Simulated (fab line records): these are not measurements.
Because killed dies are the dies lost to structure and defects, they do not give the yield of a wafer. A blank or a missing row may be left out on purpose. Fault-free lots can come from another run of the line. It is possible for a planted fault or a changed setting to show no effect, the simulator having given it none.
What tool caused it? | flow nandHarc | Sampling: 24 lots, 72 wafers, 6 of 1302 route steps

## WHAT EACH GAUGE READ, for each wafer
The record holds no reading of a measuring or inspecting step that can be judged against a usual standard deviation.

## WHICH TOOL RAN EACH LOT (tool, then ch and the chambers of the sampled wafers, then the start)
lot  | NHARC_A_CHANNEL_FILL_D2_ETCHBACK_08          | NHARC_A_CHANNEL_FILL_D2_STRIP_29  | NHARC_A_STAIRCASE_ETCH_17     | NHARC_A_STAIRCASE_TRIM_26     | NHARC_A_STAIRCASE_TRIM_200    | NHARC_A_STAIRCASE_ETCH_221
L075 | rieDiel-11 ch 0,1,2, no start                | rieDiel-11 ch 0,1, no start       | rieDiel-02 ch 1,3, no start   | rieDiel-02 ch 0,1,2, no start | rieDiel-02 ch 0,1,3, no start | rieDiel-10 ch 2,3, no start
L074 | rieDiel-03 ch 1,2,3, no start                | rieDiel-03 ch 0,1,2, no start     | rieDiel-10 ch 1,2,3, no start | rieDiel-10 ch 2,3, no start   | rieDiel-09 ch 0,1,2, no start | rieDiel-02 ch 1,2, no start
L077 | rieDiel-13 ch 0,3, no start                  | rieDiel-13 ch 0,2,3, no start     | rieDiel-09 ch 1,2, no start   | rieDiel-02 ch 0,1,2, no start | rieDiel-09 ch 0,1, no start   | rieDiel-09 ch 1,2,3, no start
L076 | rieDiel-03 ch 0,2,3, no start                | rieDiel-03 ch 0,1,3, no start     | rieDiel-09 ch 1,2,3, no start | rieDiel-09 ch 0,2,3, no start | rieDiel-10 ch 1,2,3, no start | rieDiel-02 ch 0,2,3, no start
L078 | rieDiel-13 ch 0,2, no start                  | rieDiel-13 ch 0,1, no start       | rieDiel-09 ch 0,2, no start   | rieDiel-09 ch 1,2, no start   | rieDiel-10 ch 0,2,3, no start | rieDiel-10 ch 1,3, no start
L080 | rieDiel-03 ch 0,1,3, day 17 07:23 or earlier | rieDiel-03 ch 0,1,3, day 17 07:23 | rieDiel-09 ch 1,2,3, no start | rieDiel-10 ch 0,2,3, no start | rieDiel-02 ch 0,1,2, no start | rieDiel-10 ch 0,2,3, no start
L079 | rieDiel-13 ch 0,2, no start                  | rieDiel-13 ch 0,2, no start       | rieDiel-09 ch 0,1, no start   | rieDiel-02 ch 0,1, no start   | rieDiel-10 ch 0,1,2, no start | rieDiel-09 ch 0,1,2, no start
L081 | rieDiel-11 ch 0,1,3, no start                | rieDiel-11 ch 1,2,3, no start     | rieDiel-02 ch 0,2,3, no start | rieDiel-10 ch 0,2,3, no start | rieDiel-09 ch 1,2,3, no start | rieDiel-02 ch 0,1,2, no start
L083 | rieDiel-03 ch 2,3, no start                  | rieDiel-03 ch 1,2, no start       | rieDiel-10 ch 0,3, no start   | rieDiel-09 ch 0,2, no start   | rieDiel-02 ch 0,2,3, no start | rieDiel-10 ch 0,2,3, no start
L082 | rieDiel-11 ch 0,2, no start                  | rieDiel-11 ch 1,2,3, no start     | rieDiel-02 ch 0,3, no start   | rieDiel-02 ch 0,1, no start   | rieDiel-10 ch 1,3, no start   | rieDiel-09 ch 1,2,3, no start
L084 | rieDiel-03 ch 0,1,3, no start                | rieDiel-03 ch 1,2,3, no start     | rieDiel-02 ch 0,1, no start   | rieDiel-02 ch 1,2,3, no start | rieDiel-09 ch 0,1, no start   | rieDiel-02 ch 0,2,3, no start
L087 | rieDiel-13 ch 1,2, no start                  | rieDiel-13 ch 0,3, no start       | rieDiel-09 ch 0,2,3, no start | rieDiel-02 ch 0,2,3, no start | rieDiel-09 ch 2,3, no start   | rieDiel-10 ch 0,1,3, no start
L085 | rieDiel-03 ch 0,1,2, no start                | rieDiel-03 ch 0,1,3, no start     | rieDiel-09 ch 0,1, no start   | rieDiel-09 ch 0,2,3, no start | rieDiel-02 ch 2,3, no start   | rieDiel-02 ch 0,3, no start
L086 | rieDiel-13 ch 0,2, no start                  | rieDiel-13 ch 2,3, no start       | rieDiel-02 ch 2,3, no start   | rieDiel-09 ch 0,2, no start   | rieDiel-09 ch 1,3, no start   | rieDiel-09 ch 2,3, no start
L089 | rieDiel-03 ch 0,2,3, no start                | rieDiel-03 ch 2,3, no start       | rieDiel-10 ch 0,3, no start   | rieDiel-02 ch 1,2, no start   | rieDiel-02 ch 0,2,3, no start | rieDiel-02 ch 2,3, no start
L088 | rieDiel-11 ch 0,3, no start                  | rieDiel-11 ch 0,2,3, no start     | rieDiel-10 ch 0,1,3, no start | rieDiel-10 ch 0,2,3, no start | rieDiel-10 ch 0,1,3, no start | rieDiel-10 ch 1,2,3, no start
L091 | rieDiel-13 ch 1,2,3, no start                | rieDiel-13 ch 0,1,3, no start     | rieDiel-10 ch 0,2,3, no start | rieDiel-10 ch 1,2,3, no start | rieDiel-09 ch 0,1,2, no start | rieDiel-02 ch 0,1,2, no start
L090 | rieDiel-03 ch 1,2,3, day 22 04:04 or earlier | rieDiel-03 ch 1,2,3, day 22 04:04 | rieDiel-10 ch 0,1,2, no start | rieDiel-02 ch 0,2,3, no start | rieDiel-02 ch 0,1,3, no start | rieDiel-09 ch 0,1,3, no start
L093 | rieDiel-03 ch 1,2,3, no start                | rieDiel-03 ch 1,2,3, no start     | rieDiel-09 ch 0,2,3, no start | rieDiel-09 ch 1,2,3, no start | rieDiel-02 ch 1,2,3, no start | rieDiel-09 ch 0,1,3, no start
L092 | rieDiel-11 ch 0,1,2, no start                | rieDiel-11 ch 0,2,3, no start     | rieDiel-02 ch 1,2,3, no start | rieDiel-02 ch 1,2,3, no start | rieDiel-10 ch 2,3, no start   | rieDiel-02 ch 0,1,3, no start
L095 | rieDiel-13 ch 0,1,2, no start                | rieDiel-13 ch 0,2,3, no start     | rieDiel-10 ch 1,2,3, no start | rieDiel-10 ch 1,2,3, no start | rieDiel-10 ch 0,1,2, no start | rieDiel-09 ch 0,1,2, no start
L094 | rieDiel-03 ch 0,2,3, no start                | rieDiel-03 ch 1,2, no start       | rieDiel-10 ch 1,3, no start   | rieDiel-09 ch 2,3, no start   | rieDiel-02 ch 0,2, no start   | rieDiel-09 ch 0,1,3, no start
L096 | rieDiel-11 ch 0,1, no start                  | rieDiel-11 ch 1,2,3, no start     | rieDiel-09 ch 1,2,3, no start | rieDiel-09 ch 0,1,3, no start | rieDiel-09 ch 1,2,3, no start | rieDiel-10 ch 0,1,3, no start
L097 | rieDiel-03 ch 0,3, day 24 08:10 or earlier   | rieDiel-03 ch 0,2, day 24 08:10   | rieDiel-09 ch 1,2,3, no start | rieDiel-10 ch 0,2,3, no start | rieDiel-10 ch 1,2,3, no start | rieDiel-09 ch 0,1,3, no start
- NHARC_A_CHANNEL_FILL_D2_ETCHBACK_08: etches the open film in C4F8, target depth 220 nm, time 110 s.
- NHARC_A_CHANNEL_FILL_D2_STRIP_29: strips in O2, time 20 s.
- NHARC_A_STAIRCASE_ETCH_17: etches the open film in C4F8/O2, target depth 100 nm, time 40.5 s.
- NHARC_A_STAIRCASE_TRIM_26: chemistry O2, time 211.2 s.
- NHARC_A_STAIRCASE_TRIM_200: chemistry O2, time 211.2 s.
- NHARC_A_STAIRCASE_ETCH_221: etches the open film in C4F8/O2, target depth 100 nm, time 40.5 s.

## AS READ BY THE TOOLS THEMSELVES (means over the sampled wafers that have a number; for cases with no such wafer, the mark the record gives instead)
NHARC_A_CHANNEL_FILL_D2_ETCHBACK_08. Usual: oesProductAu 0.97 a.u., standard deviation 0.036; rfVppV 441.4 V, standard deviation 2.3.
lot  | tool       | oesProductAu (a.u.) | rfVppV (V) | flag
L075 | rieDiel-11 | 1.00                | 440.5      | 
L074 | rieDiel-03 | 0.96                | 441.6      | 
L077 | rieDiel-13 | 1.01                | 439.1      | 
L076 | rieDiel-03 | 0.92                | 443.2      | 
L078 | rieDiel-13 | 0.99                | 441.2      | 
L080 | rieDiel-03 | 0.92                | 443.5      | 
L079 | rieDiel-13 | 0.93                | 441.0      | 
L081 | rieDiel-11 | 1.00                | 442.3      | 
L083 | rieDiel-03 | 0.93                | 443.0      | 
L082 | rieDiel-11 | 0.99                | 440.3      | 
L084 | rieDiel-03 | 0.99                | 443.4      | 
L087 | rieDiel-13 | 0.94                | 440.6      | 
L085 | rieDiel-03 | 1.00                | 440.9      | 
L086 | rieDiel-13 | 0.93                | 440.7      | 
L089 | rieDiel-03 | 1.01                | 443.7      | 
L088 | rieDiel-11 | 1.00                | 441.2      | 
L091 | rieDiel-13 | 1.00                | 439.1      | 
L090 | rieDiel-03 | 1.01                | 442.7      | 
L093 | rieDiel-03 | 0.94                | 442.4      | 
L092 | rieDiel-11 | 1.00                | 441.1      | 
L095 | rieDiel-13 | 1.01                | 440.2      | 
L094 | rieDiel-03 | 1.00                | 443.1      | 
L096 | rieDiel-11 | 0.93                | 439.9      | 
L097 | rieDiel-03 | 0.93                | 443.4      | 

NHARC_A_CHANNEL_FILL_D2_STRIP_29. Usual: drypumpMotorCurrentA 5.9 A, standard deviation 0.44; oesProductAu 1.006 a.u., standard deviation 0.011; rfVppV 57.9 V, standard deviation 0.82; showerheadPlenumPTorr 3.56 Torr, standard deviation 0.13; throttleValvePct 17.037 %, standard deviation 0.0091.
lot  | tool       | drypumpMotorCurrentA (A) | oesProductAu (a.u.) | rfVppV (V) | showerheadPlenumPTorr (Torr) | throttleValvePct (%) | flag
L075 | rieDiel-11 | 5.9                      | 1.004               | 58.7       | 3.52                         | 17.036               | 
L074 | rieDiel-03 | 5.5                      | 0.999               | 58.4       | 3.57                         | 17.038               | 
L077 | rieDiel-13 | 6.1                      | 1.010               | 58.1       | 3.46                         | 17.039               | 
L076 | rieDiel-03 | 6.0                      | 0.997               | 57.8       | 3.64                         | 17.035               | 
L078 | rieDiel-13 | 6.0                      | 1.010               | 57.5       | 3.47                         | 17.038               | 
L080 | rieDiel-03 | 5.9                      | 1.004               | 58.0       | 3.64                         | 17.037               | 
L079 | rieDiel-13 | 6.0                      | 1.014               | 57.6       | 3.54                         | 17.035               | 
L081 | rieDiel-11 | 5.9                      | 0.988               | 57.8       | 3.63                         | 17.030               | 
L083 | rieDiel-03 | 5.8                      | 0.992               | 57.9       | 3.53                         | 17.035               | 
L082 | rieDiel-11 | 5.9                      | 1.004               | 58.8       | 3.63                         | 17.037               | 
L084 | rieDiel-03 | 5.9                      | 1.003               | 58.1       | 3.62                         | 17.031               | 
L087 | rieDiel-13 | 6.0                      | 1.020               | 57.9       | 3.44                         | 17.041               | 
L085 | rieDiel-03 | 5.9                      | 1.000               | 58.0       | 3.64                         | 17.038               | 
L086 | rieDiel-13 | 6.3                      | 1.014               | 57.5       | 3.48                         | 17.049               | 
L089 | rieDiel-03 | 5.7                      | 1.004               | 57.9       | 3.63                         | 17.033               | 
L088 | rieDiel-11 | 5.8                      | 1.010               | 58.4       | 3.58                         | 17.040               | 
L091 | rieDiel-13 | 6.2                      | 1.016               | 58.7       | 3.40                         | 17.045               | 
L090 | rieDiel-03 | 5.9                      | 1.010               | 57.8       | 3.62                         | 17.034               | 
L093 | rieDiel-03 | 5.9                      | 1.017               | 57.9       | 3.62                         | 17.041               | 
L092 | rieDiel-11 | 5.8                      | 1.004               | 57.7       | 3.58                         | 17.042               | 
L095 | rieDiel-13 | 6.2                      | 1.008               | 58.1       | 3.46                         | 17.029               | 
L094 | rieDiel-03 | 5.5                      | 1.010               | 57.0       | 3.55                         | 17.033               | 
L096 | rieDiel-11 | 5.9                      | 1.009               | 58.3       | 3.62                         | 17.030               | 
L097 | rieDiel-03 | 5.3                      | 1.005               | 58.1       | 3.59                         | 17.034               | 

NHARC_A_STAIRCASE_ETCH_17. Usual: oesProductAu 0.941 a.u., standard deviation 0.013; rfVppV 895 V, standard deviation 4.6.
lot  | tool       | oesProductAu (a.u.) | rfVppV (V) | flag
L075 | rieDiel-02 | 0.947               | 896        | 
L074 | rieDiel-10 | 0.931               | 896        | 
L077 | rieDiel-09 | 0.942               | 891        | 
L076 | rieDiel-09 | 0.941               | 893        | 
L078 | rieDiel-09 | 0.946               | 892        | 
L080 | rieDiel-09 | 0.943               | 893        | 
L079 | rieDiel-09 | 0.956               | 894        | 
L081 | rieDiel-02 | 0.949               | 901        | 
L083 | rieDiel-10 | 0.948               | 892        | 
L082 | rieDiel-02 | 0.946               | 900        | 
L084 | rieDiel-02 | 0.937               | 901        | 
L087 | rieDiel-09 | 0.936               | 892        | 
L085 | rieDiel-09 | 0.937               | 894        | 
L086 | rieDiel-02 | 0.932               | 901        | 
L089 | rieDiel-10 | 0.928               | 893        | 
L088 | rieDiel-10 | 0.931               | 895        | 
L091 | rieDiel-10 | 0.921               | 894        | 
L090 | rieDiel-10 | 0.929               | 895        | 
L093 | rieDiel-09 | 0.946               | 892        | 
L092 | rieDiel-02 | 0.933               | 898        | 
L095 | rieDiel-10 | 0.934               | 894        | 
L094 | rieDiel-10 | 0.939               | 894        | 
L096 | rieDiel-09 | 0.969               | 892        | 
L097 | rieDiel-09 | 0.943               | 892        | 

NHARC_A_STAIRCASE_TRIM_26. Usual: drypumpMotorCurrentA 5.9 A, standard deviation 0.36; oesProductAu 0.999 a.u., standard deviation 0.011; rfVppV 57.8 V, standard deviation 0.88; showerheadPlenumPTorr 3.53 Torr, standard deviation 0.14; throttleValvePct 17.038 %, standard deviation 0.0088.
lot  | tool       | drypumpMotorCurrentA (A) | oesProductAu (a.u.) | rfVppV (V) | showerheadPlenumPTorr (Torr) | throttleValvePct (%) | flag
L075 | rieDiel-02 | 6.2                      | 1.001               | 58.2       | 3.73                         | 17.045               | 
L074 | rieDiel-10 | 6.1                      | 0.996               | 57.2       | 3.48                         | 17.030               | 
L077 | rieDiel-02 | 6.1                      | 0.995               | 58.5       | 3.72                         | 17.035               | 
L076 | rieDiel-09 | 6.0                      | 0.996               | 57.3       | 3.46                         | 17.034               | 
L078 | rieDiel-09 | 6.2                      | 1.012               | 57.7       | 3.38                         | 17.044               | 
L080 | rieDiel-10 | 5.9                      | 1.002               | 56.7       | 3.47                         | 17.037               | 
L079 | rieDiel-02 | 6.0                      | 0.996               | 59.0       | 3.73                         | 17.031               | 
L081 | rieDiel-10 | 5.9                      | 0.990               | 57.5       | 3.46                         | 17.042               | 
L083 | rieDiel-09 | 6.1                      | 1.001               | 57.1       | 3.43                         | 17.037               | 
L082 | rieDiel-02 | 6.0                      | 1.004               | 57.8       | 3.66                         | 17.042               | 
L084 | rieDiel-02 | 5.9                      | 0.999               | 57.3       | 3.59                         | 17.036               | 
L087 | rieDiel-02 | 6.0                      | 0.996               | 58.5       | 3.64                         | 17.037               | 
L085 | rieDiel-09 | 6.1                      | 1.004               | 57.6       | 3.44                         | 17.038               | 
L086 | rieDiel-09 | 6.1                      | 1.000               | 57.6       | 3.37                         | 17.042               | 
L089 | rieDiel-02 | 6.1                      | 0.999               | 57.8       | 3.65                         | 17.035               | 
L088 | rieDiel-10 | 5.9                      | 0.987               | 58.3       | 3.45                         | 17.034               | 
L091 | rieDiel-10 | 5.6                      | 1.000               | 57.7       | 3.49                         | 17.030               | 
L090 | rieDiel-02 | 6.0                      | 0.988               | 59.0       | 3.63                         | 17.042               | 
L093 | rieDiel-09 | 6.1                      | 1.001               | 57.6       | 3.42                         | 17.042               | 
L092 | rieDiel-02 | 5.9                      | 0.998               | 57.5       | 3.57                         | 17.033               | 
L095 | rieDiel-10 | 5.7                      | 0.994               | 58.1       | 3.48                         | 17.042               | 
L094 | rieDiel-09 | 6.1                      | 1.006               | 58.4       | 3.37                         | 17.035               | 
L096 | rieDiel-09 | 6.0                      | 1.001               | 57.2       | 3.46                         | 17.042               | 
L097 | rieDiel-10 | 5.9                      | 1.004               | 57.7       | 3.44                         | 17.032               | 

NHARC_A_STAIRCASE_TRIM_200. Usual: drypumpMotorCurrentA 5.9 A, standard deviation 0.39; oesProductAu 0.998 a.u., standard deviation 0.0085; rfVppV 57.7 V, standard deviation 0.96; showerheadPlenumPTorr 3.52 Torr, standard deviation 0.13; throttleValvePct 17.037 %, standard deviation 0.0082.
lot  | tool       | drypumpMotorCurrentA (A) | oesProductAu (a.u.) | rfVppV (V) | showerheadPlenumPTorr (Torr) | throttleValvePct (%) | flag
L075 | rieDiel-02 | 5.8                      | 0.996               | 57.5       | 3.61                         | 17.036               | 
L074 | rieDiel-09 | 6.2                      | 1.002               | 57.5       | 3.43                         | 17.036               | 
L077 | rieDiel-09 | 6.1                      | 0.998               | 57.3       | 3.49                         | 17.031               | 
L076 | rieDiel-10 | 5.6                      | 1.000               | 58.2       | 3.51                         | 17.032               | 
L078 | rieDiel-10 | 5.9                      | 1.003               | 57.3       | 3.47                         | 17.026               | 
L080 | rieDiel-02 | 6.2                      | 0.997               | 58.9       | 3.72                         | 17.030               | 
L079 | rieDiel-10 | 5.5                      | 0.986               | 57.6       | 3.50                         | 17.043               | 
L081 | rieDiel-09 | 6.1                      | 1.002               | 56.9       | 3.44                         | 17.034               | 
L083 | rieDiel-02 | 6.0                      | 0.996               | 58.3       | 3.65                         | 17.042               | 
L082 | rieDiel-10 | 5.8                      | 1.001               | 57.9       | 3.50                         | 17.033               | 
L084 | rieDiel-09 | 6.2                      | 1.005               | 57.6       | 3.45                         | 17.037               | 
L087 | rieDiel-09 | 5.9                      | 1.000               | 58.3       | 3.45                         | 17.038               | 
L085 | rieDiel-02 | 6.2                      | 0.996               | 58.0       | 3.64                         | 17.037               | 
L086 | rieDiel-09 | 6.0                      | 0.999               | 57.4       | 3.49                         | 17.042               | 
L089 | rieDiel-02 | 6.0                      | 0.990               | 58.2       | 3.63                         | 17.043               | 
L088 | rieDiel-10 | 5.6                      | 0.990               | 57.5       | 3.48                         | 17.035               | 
L091 | rieDiel-09 | 6.1                      | 1.013               | 57.8       | 3.41                         | 17.033               | 
L090 | rieDiel-02 | 5.8                      | 1.002               | 57.8       | 3.58                         | 17.033               | 
L093 | rieDiel-02 | 5.9                      | 0.997               | 57.7       | 3.57                         | 17.045               | 
L092 | rieDiel-10 | 6.0                      | 1.003               | 58.2       | 3.45                         | 17.037               | 
L095 | rieDiel-10 | 5.5                      | 0.990               | 57.4       | 3.47                         | 17.042               | 
L094 | rieDiel-02 | 6.2                      | 1.005               | 59.0       | 3.75                         | 17.037               | 
L096 | rieDiel-09 | 6.1                      | 0.999               | 57.1       | 3.41                         | 17.040               | 
L097 | rieDiel-10 | 5.6                      | 1.000               | 58.5       | 3.48                         | 17.031               | 

NHARC_A_STAIRCASE_ETCH_221. Usual: oesProductAu 0.942 a.u., standard deviation 0.017; rfVppV 896 V, standard deviation 5.
lot  | tool       | oesProductAu (a.u.) | rfVppV (V) | flag
L075 | rieDiel-10 | 0.945               | 895        | 
L074 | rieDiel-02 | 0.946               | 901        | 
L077 | rieDiel-09 | 0.961               | 893        | 
L076 | rieDiel-02 | 0.935               | 902        | 
L078 | rieDiel-10 | 0.933               | 897        | 
L080 | rieDiel-10 | 0.945               | 893        | 
L079 | rieDiel-09 | 0.937               | 893        | 
L081 | rieDiel-02 | 0.950               | 903        | 
L083 | rieDiel-10 | 0.942               | 894        | 
L082 | rieDiel-09 | 0.947               | 893        | 
L084 | rieDiel-02 | 0.933               | 901        | 
L087 | rieDiel-10 | 0.934               | 895        | 
L085 | rieDiel-02 | 0.925               | 896        | 
L086 | rieDiel-09 | 0.943               | 891        | 
L089 | rieDiel-02 | 0.931               | 899        | 
L088 | rieDiel-10 | 0.928               | 895        | 
L091 | rieDiel-02 | 0.922               | 901        | 
L090 | rieDiel-09 | 0.960               | 894        | 
L093 | rieDiel-09 | 0.956               | 893        | 
L092 | rieDiel-02 | 0.950               | 898        | 
L095 | rieDiel-09 | 0.948               | 892        | 
L094 | rieDiel-09 | 0.971               | 894        | 
L096 | rieDiel-10 | 0.946               | 894        | 
L097 | rieDiel-09 | 0.926               | 893        | 

## THE ANSWER, worked out from the rows above alone
Rule: a lot counts as off when the mean over its wafers that have a number is more than 3 standard deviations away from the usual mean. Also off: a lot with no number at a reading for which 4 or more lots have one. All remaining lots with rows at the step are treated as sound. The gauges are gone through in route order, then the tools' own readings, and for those a lot's mean is taken as printed above. The first step at which some lot is off is used, and at that step the reading that is off furthest; a lot without a number counts as furthest.
No lot is off at any reading shown: from this, nothing can be told.

## WHAT THE SIMULATOR PUT IN
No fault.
